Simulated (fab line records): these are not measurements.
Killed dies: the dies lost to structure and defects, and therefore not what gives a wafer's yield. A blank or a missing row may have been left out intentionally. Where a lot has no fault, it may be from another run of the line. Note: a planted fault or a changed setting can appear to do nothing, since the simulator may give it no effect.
fab line records -- flow nand-harc -- part 2 of 2: steps 5 to 6 of 6
record: lots: 23, wafers: 69, last-day: 24
route steps=1159 shown A_SLIT@780 A_CONTACT@860
lots with no fault: from the same line, run without faults
start-h: start of the lot's first displayed wafer, in hours after the record's first day -- wait-h: hours since the lot's step before -- " identical to the entry in the row above -- L1.1+2: a row that stands for several wafers -- - value missing, or start not given -- * or withheld: withheld -- < > ~ a bound
route shown NAME@n: names a module that has steps shown in the file, with the first one's number in the route -- usual: mean/standard deviation taken from wafers without a fault -- same: alike in all rows -- chamber/n: place in a boat -- sites: per-site readings -- _std_site: the values' standard deviation -- _edge_site: the outer-site mean with the inner-site mean subtracted -- radius-mm: for every site, how far away it sits from the centre of the wafer -- mask NAME#n: copy n -- behind: the most recent tool/chamber to have shaped the wafer -- hold: why the lot was held/for how many hours/how that ended -- device: the n, p or np transistor that did not switch -- end of line: tests run on the same wafers once the route is complete -- a step without rows: its recipe alone -- killed: not the wafer's yield, but the dies lost to structure and defects at the first sort -- map: a wafer's dies, marking killed ones x, the rest . and places with no die _
set.NAME: the setting the step ran with; set.NAME@STEP: the setting that earlier step ran with -- model.NAME: the simulator's own value behind a step, which no gauge read
the route's steps for a sample of lots (tables are steps, rows are wafers)
services: from which hour (start-h, from the record's first day; less than 0 if before it) a tool's chamber was out of use, for how many hours, and why
== steps ==
step: NHARC_A_CONTACT_ETCH_96
recipe: target-depth-a: 200, over-etch-frac: 0.5, time-s: 10, ion-energy-ev: 250, c4f6-flow-sccm: 25, o2-flow-sccm: 20, ar-flow-sccm: 500, rf-w: 600, bias-w: 500, chemistry: C4F6/O2
usual: c4f6-flow-sccm: 25.00/0.071, drypump-motor-current-A: 5.57/0.29, mfc-ar-sccm: 500.1/1.5, oes-product-au: 0.979/0.028, rf-vpp-V: 546/3.9, showerhead-plenum-p-Torr: 3.90/0.19, throttle-valve-pct: 26.902/0.0088
lot.wafer,tool,chamber,start-h,wait-h,c4f6-flow-sccm,drypump-motor-current-A,mfc-ar-sccm,oes-product-au,rf-hours-counter-h,rf-vpp-V,showerhead-plenum-p-Torr,throttle-valve-pct
L075.3,rie-diel-05,1,-,-,24.89,5.41,498.9,0.935,5,546,3.86,26.906
L075.4,rie-diel-05,2,-,-,25.02,5.75,500.8,0.952,5,550,4.10,26.875
L075.2,rie-diel-05,3,-,-,24.91,5.36,499.3,0.971,6,552,4.19,26.911
L074.1,rie-diel-05,3,-,-,25.05,5.41,500.3,1.012,6,551,4.19,26.903
L074.6,rie-diel-05,3,-,-,25.05,5.36,499.0,1.008,-,552,4.19,26.917
L074.5,rie-diel-05,0,-,-,24.88,5.62,499.9,0.992,-,543,3.73,26.888
L076.1,rie-diel-11,3,-,-,25.00,5.12,500.3,0.998,0,544,3.73,26.910
L076.2,rie-diel-11,0,-,-,25.10,5.65,501.9,1.017,0,541,3.65,26.893
L076.4,rie-diel-11,1,-,-,25.00,5.80,500.2,1.005,0,546,3.82,26.907
L079.2,rie-diel-05,2,-,-,24.96,5.73,501.6,1.004,9,553,4.10,26.905
L079.3,rie-diel-05,1,-,-,25.12,5.44,500.6,0.988,9,547,3.86,26.901
L079.6,rie-diel-05,2,-,-,25.01,5.74,503.0,1.001,-,552,4.10,26.912
L078.3,rie-diel-11,3,390.36,0.1,25.01,5.13,497.4,0.956,4,544,3.73,26.903
L078.5,rie-diel-11,0,390.36,0.1,24.93,5.65,497.5,0.963,-,542,3.65,26.917
L078.6,rie-diel-11,1,390.36,0.1,24.95,5.78,498.3,0.960,-,546,3.82,26.894
L077.2,rie-diel-11,3,396.08,0.2,24.93,5.11,500.0,1.005,5,542,3.73,26.907
L077.3,rie-diel-11,0,396.08,0.2,25.03,5.65,499.3,1.014,5,540,3.65,26.912
L077.5,rie-diel-11,3,396.08,0.2,24.92,5.12,499.6,1.001,-,542,3.73,26.913
L080.2,rie-diel-05,2,-,-,24.96,5.74,501.4,1.018,17,551,4.09,26.917
L080.1,rie-diel-05,3,-,-,25.01,5.38,498.0,1.018,19,551,4.18,26.898
L080.6,rie-diel-05,1,-,-,25.05,5.44,497.6,0.995,-,546,3.85,26.901
L082.3,rie-diel-05,2,-,-,24.95,5.73,500.7,0.954,18,550,4.09,26.900
L082.4,rie-diel-05,0,-,-,24.94,5.60,501.3,0.941,19,544,3.72,26.926
L082.6,rie-diel-05,2,-,-,24.96,5.73,502.0,0.956,-,552,4.09,26.907
L081.2,rie-diel-05,2,-,-,25.04,5.74,502.1,1.016,21,550,4.09,26.883
L081.3,rie-diel-05,0,-,-,24.98,5.67,502.5,0.987,21,545,3.72,26.910
L081.5,rie-diel-05,3,-,-,24.98,5.42,499.6,1.020,-,551,4.18,26.877
L083.2,rie-diel-06,0,428.06,0.2,25.08,5.45,501.7,1.007,0,554,4.23,26.899
L083.6,rie-diel-06,0,428.06,0.2,25.03,5.46,500.3,0.999,-,553,4.23,26.896
L083.5,rie-diel-06,1,428.06,0.2,25.10,6.10,497.2,0.979,-,547,3.90,26.891
L084.1,rie-diel-05,3,-,-,24.88,5.39,498.3,1.025,28,552,4.17,26.906
L084.4,rie-diel-05,0,-,-,25.02,5.64,501.3,0.991,27,543,3.72,26.908
L084.5,rie-diel-05,3,-,-,24.93,5.39,501.5,1.031,-,551,4.17,26.902
L085.2,rie-diel-05,0,-,-,24.97,5.63,499.3,0.989,29,543,3.71,26.901
L085.3,rie-diel-05,2,-,-,25.05,5.73,497.6,1.004,28,549,4.09,26.913
L085.6,rie-diel-05,1,-,-,24.98,5.43,501.3,0.985,-,545,3.84,26.903
L088.1,rie-diel-11,1,-,-,24.85,5.79,502.5,0.955,13,545,3.82,26.912
L088.4,rie-diel-11,2,-,-,25.01,5.21,501.9,0.950,13,547,3.86,26.896
L088.5,rie-diel-11,2,-,-,24.97,5.20,501.0,0.957,-,543,3.86,26.900
L087.4,rie-diel-05,2,-,-,25.08,5.73,500.1,0.951,30,550,4.09,26.893
L087.3,rie-diel-05,0,-,-,24.96,5.63,500.3,0.937,32,543,3.71,26.892
L087.2,rie-diel-05,1,-,-,24.94,5.45,500.1,0.930,29,547,3.84,26.902
L086.3,rie-diel-06,0,449.36,0.1,25.20,5.42,500.8,0.999,11,554,4.22,26.896
L086.5,rie-diel-06,2,449.36,0.1,24.95,6.05,500.2,1.008,-,543,3.75,26.902
L086.4,rie-diel-06,1,449.36,0.1,24.91,6.08,500.2,0.990,-,547,3.89,26.896
L090.1,rie-diel-11,2,-,-,24.94,5.21,502.5,0.953,18,546,3.85,26.896
L090.3,rie-diel-11,3,-,-,25.08,5.15,498.9,0.952,19,543,3.72,26.903
L090.5,rie-diel-11,1,-,-,24.92,5.78,500.2,0.951,-,545,3.82,26.908
L091.3,rie-diel-06,3,469.22,0.4,24.92,5.75,499.7,0.983,1,551,4.07,26.911
L091.2,rie-diel-06,1,469.22,0.4,25.17,6.12,501.9,0.992,21,546,3.89,26.899
L091.4,rie-diel-06,3,469.22,0.4,25.00,5.75,499.3,0.985,-,549,4.07,26.907
L094.1,rie-diel-11,2,472.28,0.1,25.05,5.22,495.8,1.006,20,546,3.85,26.897
L094.6,rie-diel-11,3,472.28,0.1,25.04,5.14,499.5,1.008,-,543,3.72,26.899
L094.4,rie-diel-11,2,472.28,0.1,24.96,5.22,500.3,1.010,-,544,3.85,26.896
L093.1,rie-diel-06,1,475.22,0.1,25.02,6.09,502.0,0.935,24,546,3.89,26.895
L093.5,rie-diel-06,0,475.22,0.1,25.13,5.41,501.2,0.947,-,552,4.21,26.925
L093.6,rie-diel-06,1,475.22,0.1,24.98,6.08,499.6,0.937,-,546,3.89,26.902
L092.1,rie-diel-06,0,-,-,25.01,5.40,499.1,0.994,28,553,4.21,26.910
L092.4,rie-diel-06,2,-,-,25.07,6.08,500.8,0.994,22,543,3.74,26.904
L092.2,rie-diel-06,3,-,-,24.99,5.74,502.2,0.981,6,550,4.07,26.891
L095.2,rie-diel-11,0,-,-,24.99,5.65,502.4,0.964,22,543,3.64,26.911
L095.3,rie-diel-11,2,-,-,25.08,5.24,500.2,0.940,23,546,3.85,26.905
L095.6,rie-diel-11,3,-,-,25.09,5.11,501.0,0.951,-,544,3.72,26.897
L097.2,rie-diel-11,2,-,-,25.12,5.21,502.0,0.948,25,546,3.85,26.896
L097.3,rie-diel-11,3,-,-,24.97,5.16,501.4,0.930,25,543,3.72,26.898
L097.5,rie-diel-11,3,-,-,24.95,5.15,500.9,0.929,-,543,3.72,26.909
L096.3,rie-diel-11,3,-,-,25.02,5.11,498.9,1.000,25,543,3.72,26.898
L096.4,rie-diel-11,0,-,-,24.98,5.64,502.1,1.002,24,541,3.64,26.913
L096.6,rie-diel-11,3,-,-,25.06,5.12,498.7,1.004,-,543,3.72,26.904
step: NHARC_A_CONTACT_ETCH_77
recipe: target-depth-a: 726, time-s: 36.3, cf4-flow-sccm: 100, chf3-flow-sccm: 30, ar-flow-sccm: 0, rf-w: 500, bias-w: 200, chemistry: CF4/CHF3
usual: cf4-flow-sccm: 100.01/0.29, drypump-motor-current-A: 5.6/0.3, mfc-ar-sccm: 0.011/0.013, oes-product-au: 0.939/0.022, rf-vpp-V: 369.6/2.5, showerhead-plenum-p-Torr: 1.55/0.072, throttle-valve-pct: 16.803/0.0088
lot.wafer,tool,chamber,start-h,wait-h,cf4-flow-sccm,drypump-motor-current-A,mfc-ar-sccm,oes-product-au,rf-hours-counter-h,rf-vpp-V,showerhead-plenum-p-Torr,throttle-valve-pct
L075.2,rie-diel-11,1,-,-,99.49,5.8,0.004,0.934,1,369.4,1.53,16.806
L075.3,rie-diel-11,2,-,-,99.89,5.2,0.006,0.929,1,369.1,1.55,16.803
L075.4,rie-diel-11,3,-,-,100.02,5.1,0.012,0.926,1,367.5,1.49,16.806
L074.1,rie-diel-05,3,-,-,100.07,5.4,0.033,0.936,8,374.0,1.68,16.804
L074.5,rie-diel-05,3,-,-,99.60,5.4,0.033,0.933,-,375.3,1.68,16.804
L074.6,rie-diel-05,0,-,-,100.23,5.6,0.014,0.919,-,367.3,1.49,16.800
L076.4,rie-diel-11,1,-,-,100.09,5.8,0.004,0.931,1,369.5,1.53,16.795
L076.1,rie-diel-11,2,-,-,100.06,5.2,0.006,0.920,1,368.8,1.55,16.802
L076.2,rie-diel-11,3,-,-,100.49,5.1,0.012,0.918,1,368.5,1.49,16.795
L079.2,rie-diel-11,0,-,-,100.17,5.6,0.038,0.933,5,366.5,1.46,16.812
L079.3,rie-diel-11,3,-,-,99.99,5.1,0.012,0.920,4,368.7,1.49,16.814
L079.6,rie-diel-11,2,-,-,100.02,5.2,0.006,0.924,-,368.9,1.55,16.799
L078.3,rie-diel-06,3,-,-,99.71,5.7,0,0.907,56,373.6,1.64,16.815
L078.6,rie-diel-06,1,-,-,99.71,6.1,0.004,0.918,-,370.1,1.57,16.795
L078.5,rie-diel-06,2,-,-,100.17,6.1,0,0.914,-,368.2,1.50,16.791
L077.3,rie-diel-05,2,-,-,100.22,5.7,0,0.936,16,373.0,1.64,16.797
L077.2,rie-diel-05,3,-,-,99.71,5.4,0.033,0.943,17,373.3,1.68,16.812
L077.5,rie-diel-05,1,-,-,100.03,5.4,0.004,0.924,-,369.8,1.54,16.783
L080.1,rie-diel-05,0,-,-,100.48,5.6,0.014,0.915,19,368.6,1.49,16.813
L080.2,rie-diel-05,2,-,-,100.39,5.7,0,0.937,18,372.7,1.64,16.797
L080.6,rie-diel-05,3,-,-,99.29,5.4,0.033,0.937,-,373.2,1.68,16.796
L082.3,rie-diel-11,0,-,-,99.79,5.6,0.038,0.958,8,367.3,1.46,16.800
L082.4,rie-diel-11,1,-,-,100.32,5.8,0.004,0.954,6,370.0,1.53,16.828
L082.6,rie-diel-11,1,-,-,99.84,5.8,0.004,0.957,-,368.8,1.53,16.822
L081.3,rie-diel-11,0,-,-,100.54,5.6,0.038,0.941,9,365.9,1.46,16.809
L081.2,rie-diel-11,1,-,-,99.98,5.8,0.004,0.932,7,368.2,1.53,16.802
L081.5,rie-diel-11,3,-,-,100.35,5.1,0.012,0.928,-,367.8,1.49,16.799
L083.2,rie-diel-11,2,-,-,99.25,5.2,0.006,0.980,11,369.2,1.55,16.820
L083.6,rie-diel-11,2,-,-,99.65,5.2,0.006,0.977,-,369.9,1.55,16.808
L083.5,rie-diel-11,3,-,-,99.93,5.1,0.012,0.976,-,369.0,1.49,16.813
L084.1,rie-diel-06,2,434.20,0.4,99.82,6.1,0,0.997,0,367.6,1.50,16.809
L084.5,rie-diel-06,2,434.20,0.4,99.88,6.0,0,1.001,-,367.7,1.50,16.802
L084.4,rie-diel-06,0,434.20,0.4,99.91,5.4,0,0.964,-,373.9,1.70,16.804
L085.2,rie-diel-05,0,-,-,99.60,5.6,0.014,0.920,31,366.6,1.49,16.803
L085.3,rie-diel-05,2,-,-,100.10,5.7,0,0.937,30,372.1,1.64,16.805
L085.6,rie-diel-05,1,-,-,100.34,5.4,0.004,0.918,-,370.6,1.54,16.817
L088.4,rie-diel-11,3,-,-,99.95,5.1,0.012,0.929,14,367.6,1.49,16.822
L088.1,rie-diel-11,2,-,-,100.23,5.2,0.006,0.933,14,370.9,1.54,16.815
L088.5,rie-diel-11,3,-,-,99.88,5.1,0.012,0.928,-,368.0,1.49,16.796
L087.4,rie-diel-11,0,-,-,99.83,5.6,0.038,0.979,16,367.1,1.46,16.806
L087.3,rie-diel-11,1,-,-,99.59,5.8,0.004,0.978,13,367.9,1.53,16.805
L087.2,rie-diel-11,2,-,-,100.27,5.2,0.006,0.963,15,370.9,1.54,16.796
L086.3,rie-diel-05,1,-,-,100.31,5.4,0.004,0.924,33,369.3,1.54,16.798
L086.4,rie-diel-05,2,-,-,100.21,5.7,0,0.927,34,372.4,1.64,16.800
L086.5,rie-diel-05,0,-,-,100.05,5.6,0.014,0.925,-,365.3,1.49,16.811
L090.3,rie-diel-11,3,-,-,99.90,5.1,0.012,0.970,19,367.7,1.49,16.798
L090.1,rie-diel-11,2,-,-,99.62,5.2,0.006,0.958,19,371.1,1.54,16.802
L090.5,rie-diel-11,1,-,-,99.83,5.8,0.004,0.952,-,369.2,1.53,16.803
L091.3,rie-diel-11,1,-,-,100.28,5.8,0.004,0.916,19,369.0,1.53,16.821
L091.2,rie-diel-11,2,-,-,100.23,5.2,0.006,0.927,20,369.3,1.54,16.806
L091.4,rie-diel-11,2,-,-,100.12,5.2,0.006,0.917,-,369.8,1.54,16.798
L094.1,rie-diel-06,2,-,-,99.97,6.1,0,0.934,18,368.1,1.50,16.810
L094.4,rie-diel-06,2,-,-,100.17,6.0,0,0.933,-,367.7,1.50,16.817
L094.6,rie-diel-06,0,-,-,99.86,5.4,0,0.929,-,376.0,1.69,16.788
L093.1,rie-diel-06,1,-,-,100.27,6.1,0.004,0.906,26,370.1,1.56,16.788
L093.5,rie-diel-06,0,-,-,100.83,5.4,0,0.922,-,373.1,1.69,16.813
L093.6,rie-diel-06,1,-,-,100.20,6.1,0.004,0.912,-,370.7,1.56,16.788
L092.1,rie-diel-06,2,-,-,100.14,6.1,0,0.984,24,368.0,1.50,16.805
L092.4,rie-diel-06,3,-,-,99.76,5.7,0,0.951,8,372.2,1.63,16.800
L092.2,rie-diel-06,0,-,-,100.33,5.4,0,0.968,30,373.0,1.69,16.805
L095.2,rie-diel-11,3,-,-,99.75,5.1,0.012,0.981,24,367.7,1.49,16.801
L095.3,rie-diel-11,2,-,-,99.62,5.2,0.006,0.968,24,370.0,1.54,16.810
L095.6,rie-diel-11,3,-,-,99.47,5.1,0.012,0.976,-,368.5,1.49,16.808
L097.3,rie-diel-06,3,-,-,100.11,5.7,0,0.915,14,371.7,1.63,16.803
L097.2,rie-diel-06,0,-,-,100.17,5.4,0,0.938,38,373.8,1.69,16.804
L097.5,rie-diel-06,2,-,-,99.71,6.1,0,0.932,-,369.1,1.49,16.793
L096.4,rie-diel-05,0,-,-,99.75,5.6,0.014,0.919,57,365.7,1.48,16.790
L096.3,rie-diel-05,1,-,-,99.79,5.4,0.004,0.917,55,369.2,1.53,16.787
L096.6,rie-diel-05,3,-,-,99.89,5.4,0.033,0.944,-,372.4,1.67,16.790
== services ==
tool,chamber,start-h,hours,kind
har-cap-etch-02,-,305.00,17.0,pm
rie-diel-11,0,321.03,-,clean
rie-diel-11,1,321.03,-,clean
rie-diel-11,2,321.03,-,clean
rie-diel-11,3,321.03,-,clean
har-cap-etch-01,-,328.83,0.3,repair
rie-diel-11,0,345.53,-,clean
rie-diel-11,1,345.53,-,clean
rie-diel-11,2,345.53,-,clean
rie-diel-11,3,345.53,-,clean
rie-diel-05,-,348.55,9.0,pm
acl-dep-02,-,351.11,13.0,pm
har-cap-etch-01,-,363.27,0.3,repair
rie-diel-11,-,366.50,9.0,pm
rie-diel-11,0,366.50,9.0,vent-cycle
rie-diel-11,2,389.44,2.3,repair
rie-diel-06,1,401.58,7.4,repair
acl-dep-03,-,408.31,13.0,pm
rie-diel-06,-,418.21,9.0,pm
rie-diel-06,2,465.01,7.0,repair
rie-diel-11,0,469.31,12.6,repair
rie-diel-06,3,471.49,6.7,repair
har-cap-etch-03,-,471.93,0.8,repair
acl-dep-01,-,474.73,13.0,pm
